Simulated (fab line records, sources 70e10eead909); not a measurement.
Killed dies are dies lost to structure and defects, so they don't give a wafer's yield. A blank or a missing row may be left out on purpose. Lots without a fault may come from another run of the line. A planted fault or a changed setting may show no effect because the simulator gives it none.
Which tool did it? | flow nand_harc | 7 lots, 20 wafers sampled, at 4 steps of a route of 1302

WHAT THE GAUGES READ, wafer by wafer
NHARC_A_ONON_D1_THK_MEAS_21: measures by ellipsometry.
lot  | measured     | on            | thk_nm (nm)
L782 | day 8 18:23  | film_metro-02 | 1015 1017 1015
L784 | day 9 04:26  | film_metro-01 | 1014 1012 1013
L786 | day 10 06:49 | film_metro-01 | 991 992 992
L788 | day 10 22:04 | film_metro-02 | 996 996 997
L796 | day 14 13:13 | film_metro-02 | 348 983
L799 | day 15 19:00 | film_metro-01 | 1010 375 1010
L801 | day 16 14:43 | film_metro-01 | 984 984 985

WHICH TOOL RAN EACH LOT (tool, then ch and the chambers of the sampled wafers, then the start)
lot  | NHARC_P_BONDPAD_PRE_CLEAN_26            | NHARC_P_BONDPAD_PVD_27                  | NHARC_A_ONON_D1_DEP_19
L782 | pvd_sputter-03, day 8 17:53 or earlier  | pvd_sputter-03, day 8 17:53 or earlier  | pecvd_onon-01 ch 0, day 8 17:53
L784 | pvd_sputter-01, day 9 03:56 or earlier  | pvd_sputter-01, day 9 03:56 or earlier  | pecvd_onon-03 ch 0, day 9 03:56
L786 | pvd_sputter-02, day 10 06:19 or earlier | pvd_sputter-02, day 10 06:19 or earlier | pecvd_onon-04 ch 0, day 10 06:19
L788 | pvd_sputter-01, day 10 21:37 or earlier | pvd_sputter-01, day 10 21:37 or earlier | pecvd_onon-04 ch 0, day 10 21:37
L796 | pvd_sputter-03, day 14 12:46 or earlier | pvd_sputter-03, day 14 12:46 or earlier | pecvd_onon-04 ch 0, day 14 12:46
L799 | pvd_sputter-01, day 15 18:29 or earlier | pvd_sputter-01, day 15 18:29 or earlier | pecvd_onon-04 ch 0, day 15 18:29
L801 | pvd_sputter-01, day 16 14:16 or earlier | pvd_sputter-01, day 16 14:16 or earlier | pecvd_onon-01 ch 0, day 16 14:16
- NHARC_P_BONDPAD_PRE_CLEAN_26: time 30 s.
- NHARC_P_BONDPAD_PVD_27: deposits Cu, target thk 30 nm, time 20.49 s.
- NHARC_A_ONON_D1_DEP_19: target thk 1000 nm.

THE ANSWER, worked out from the rows above alone
Rule: what is usual is taken from the lots themselves. Put in order of their means at a reading, lots are off if they are a third of the lots or fewer, leave a main group of 4 or more, and stand apart from it by a gap of 3 or more times the standard deviation of the main group's means; of several such gaps the widest counts. A main group whose means are all the same, to the digits that the tables above print for the reading, isn't used. A lot without any number at a reading at which 4 lots or more have one is off too. The other lots that the step has rows for count as sound.
Off: L796, L799, at NHARC_A_ONON_D1_THK_MEAS_21 (thk_nm). The main group: mean 1000 nm, standard deviation 12.
A tool fits if, at a process step before that reading, it ran every lot that is off, and no sound lot after the first of them. The gauges at NHARC_A_ONON_D1_THK_MEAS_21 are tried like those tools. NHARC_P_BONDPAD_PRE_CLEAN_26 gives no start for some lots, so the hours and the order of its lots are those of NHARC_A_ONON_D1_DEP_19. NHARC_P_BONDPAD_PVD_27 gives no start for some lots, so the hours and the order of its lots are those of NHARC_A_ONON_D1_DEP_19. One fits: pecvd_onon-04 at NHARC_A_ONON_D1_DEP_19. Its last sound lot is L788 (day 10 21:37), its first lot that is off L796 (day 14 12:46): a fault that began between those two fits.

WHAT THE SIMULATOR HAD PUT IN
Process parameter drift: pecvd_onon-04, from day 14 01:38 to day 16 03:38, at NHARC_A_ONON_D1_DEP_19. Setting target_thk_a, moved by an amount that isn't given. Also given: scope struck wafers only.
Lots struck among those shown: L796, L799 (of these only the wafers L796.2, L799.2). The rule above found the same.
